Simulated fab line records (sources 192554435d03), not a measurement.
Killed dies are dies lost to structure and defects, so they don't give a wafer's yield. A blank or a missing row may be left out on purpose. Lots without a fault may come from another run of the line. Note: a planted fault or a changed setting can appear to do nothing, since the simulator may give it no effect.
Chamber matching -- flow n5 finfet -- 4 sister chambers for N5_PASSIVATION_DESCUM_32 on rie diel-05
The step chemistry O2, time 7.9 s. 16 wafers are shown with their chamber, then 8 later ones without.

## WAFERS PAIRED WITH THEIR CHAMBERS
wafer,chamber,drypump motor current A (A),throttle valve pct (%),oes product au (a.u.)
L074.2,3,5.0,20.26,0.89
L074.3,2,6.7,20.86,0.71
L074.4,0,5.1,20.37,0.83
L078.2,1,5.8,20.61,0.82
L078.3,2,6.7,20.88,0.70
L078.4,0,5.1,20.34,0.83
L084.2,2,6.7,20.91,0.70
L084.3,3,5.0,20.30,0.87
L084.6,2,6.7,20.91,0.69
L085.2,0,5.0,20.38,0.82
L085.4,1,5.8,20.63,0.81
L085.5,0,5.1,20.38,0.82
L088.1,2,6.7,20.92,0.67
L088.5,3,5.0,20.29,0.85
L088.6,2,6.7,20.92,0.67
L092.1,0,5.1,20.40,0.78

SIGNATURES (averages over the wafers above)
reading,chamber 0,chamber 1,chamber 2,chamber 3,scatter within a chamber
drypump motor current A,5.080,5.800,6.700,5.000,0.0258
throttle valve pct,20.3740,20.6200,20.9000,20.2833,0.0223
oes product au,0.8160,0.8150,0.6900,0.8700,0.0182
Rule: distance of a wafer from a chamber = root of the sum over the readings of ((wafer's reading minus chamber's mean) / reading's scatter) squared. The wafer belongs to the nearest chamber; if the next one is less than 2 further off, it can't be placed. The scatter: the root of (the sum of the squares of (reading less its chamber's mean) over the shown wafers, divided by (wafers less chambers)).

## WAFERS WITH NO CHAMBER GIVEN
wafer,drypump motor current A (A),throttle valve pct (%),oes product au (a.u.)
L092.2,5.8,20.67,0.79
L092.4,5.1,20.42,0.79
L095.2,5.8,20.66,0.79
L095.5,5.0,20.33,0.84
L095.6,6.7,20.42,1.03
L094.3,6.7,20.39,0.99
L094.4,5.0,20.33,0.83
L094.6,5.0,20.32,0.83

## THE CHAMBER EACH PASSED THROUGH
wafer,from the rows above,in truth
L092.2,1,1
L092.4,0,0
L095.2,1,1
L095.5,can't be placed: 3 or 0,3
L095.6,2,2
L094.3,2,2
L094.4,can't be placed: 3 or 0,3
L094.6,can't be placed: 3 or 0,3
Correct placement for 5 of the 8. From these rows, 3 cannot be placed; in 3 the true chamber is one of the candidates. Placed wrongly: 0.
